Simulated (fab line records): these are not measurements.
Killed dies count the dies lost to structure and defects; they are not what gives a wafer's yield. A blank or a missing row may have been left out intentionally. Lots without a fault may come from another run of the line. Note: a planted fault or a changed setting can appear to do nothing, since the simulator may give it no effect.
Chamber matching -- flow n5Finfet -- 4 sister chambers for N5_HKMG_FIN_ALD_74 on aldHk-03
The step deposits La2O3, target thk 0.5 nm, pulse time 6 s, co reactant pulse time 1 s. 4 wafers are shown with their chamber, then 10 later ones without.

== WAFERS WITH THEIR CHAMBER ==
wafer,chamber,heaterPowerW (W)
L081.3,0,303
L088.2,3,304
L089.3,1,306
L089.5,2,350

== WAFERS MISSING THEIR CHAMBER ==
wafer,heaterPowerW (W)
L089.6,313
L093.1,312
L093.2,302
L093.6,308
L096.1,305
L096.2,307
L096.4,301
L097.3,308
L097.4,303
L097.6,346

== CHAMBER TAKEN BY EACH ==
wafer,from the rows above,in truth
L089.6,can't be placed: 1 or 3 or 0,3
L093.1,can't be placed: 1 or 3 or 0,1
L093.2,can't be placed: 0 or 3 or 1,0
L093.6,can't be placed: 1 or 3 or 0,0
L096.1,can't be placed: 1 or 3 or 0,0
L096.2,can't be placed: 1 or 3 or 0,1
L096.4,can't be placed: 0 or 3 or 1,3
L097.3,can't be placed: 1 or 3 or 0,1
L097.4,can't be placed: 0 or 3 or 1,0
L097.6,2,2
1 of 10 placed correctly. These rows do not allow placing 9 (true chamber among the candidates in 9). Wrongly placed: 0.
How it was worked out, from the rows above alone: a wafer's distance from a chamber is the root of the sum, over the readings, of the square of ((its reading less the chamber's mean) divided by the reading's scatter). The wafer belongs to the nearest chamber; if the next one is less than 2 further off, it can't be placed. A chamber's mean is the mean of its shown wafers. The scatter: root of mean squared gap, hidden wafer to nearest shown wafer, with one shown wafer a chamber.
